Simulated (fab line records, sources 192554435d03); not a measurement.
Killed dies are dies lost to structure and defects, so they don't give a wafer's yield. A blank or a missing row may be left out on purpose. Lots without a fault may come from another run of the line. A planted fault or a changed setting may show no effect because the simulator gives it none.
Chamber matching | flow n5_finfet | N5_MOL_CONTACT_COAG_CO_FILL_22 on cvd_co-01: 3 sister chambers
The step material Co, precursor CCTBA/H2, target thk 20 nm. 3 wafers are shown with their chamber, then 12 later ones without.

WAFERS WITH THEIR CHAMBER
wafer  | chamber | heater_power_w (W)
L089.4 | 2       | 251
L091.1 | 1       | 246
L091.4 | 0       | 234

WAFERS WITHOUT THEIR CHAMBER
wafer  | heater_power_w (W)
L092.2 | 237
L092.4 | 251
L092.5 | 228
L076.2 | 247
L076.3 | 244
L076.5 | 241
L094.4 | 233
L094.5 | 242
L094.6 | 246
L095.1 | 232
L095.3 | 250
L095.6 | 232

WHICH CHAMBER EACH WENT THROUGH
wafer  | from the rows above          | in truth
L092.2 | 0                            | 0
L092.4 | can't be placed: 2 or 1      | 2
L092.5 | 0                            | 0
L076.2 | can't be placed: 1 or 2      | 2
L076.3 | can't be placed: 1 or 2      | 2
L076.5 | can't be placed: 1 or 0 or 2 | 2
L094.4 | 0                            | 0
L094.5 | can't be placed: 1 or 0 or 2 | 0
L094.6 | can't be placed: 1 or 2      | 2
L095.1 | 0                            | 0
L095.3 | can't be placed: 2 or 1      | 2
L095.6 | 0                            | 0
Placed correctly: 5 of 12. Can't be placed from these rows: 7 (the true chamber is among the candidates in 7). Placed wrongly: 0.
How it was worked out, from the rows above alone: a wafer's distance from a chamber is the root of the sum, over the readings, of the square of ((its reading less the chamber's mean) divided by the reading's scatter). The wafer belongs to the nearest chamber; if the next one is less than 2 further off, it can't be placed. A chamber's mean is the mean of its shown wafers. The scatter: with one shown wafer a chamber, the root of the mean of the squares of how far each hidden wafer lies from its nearest shown one.
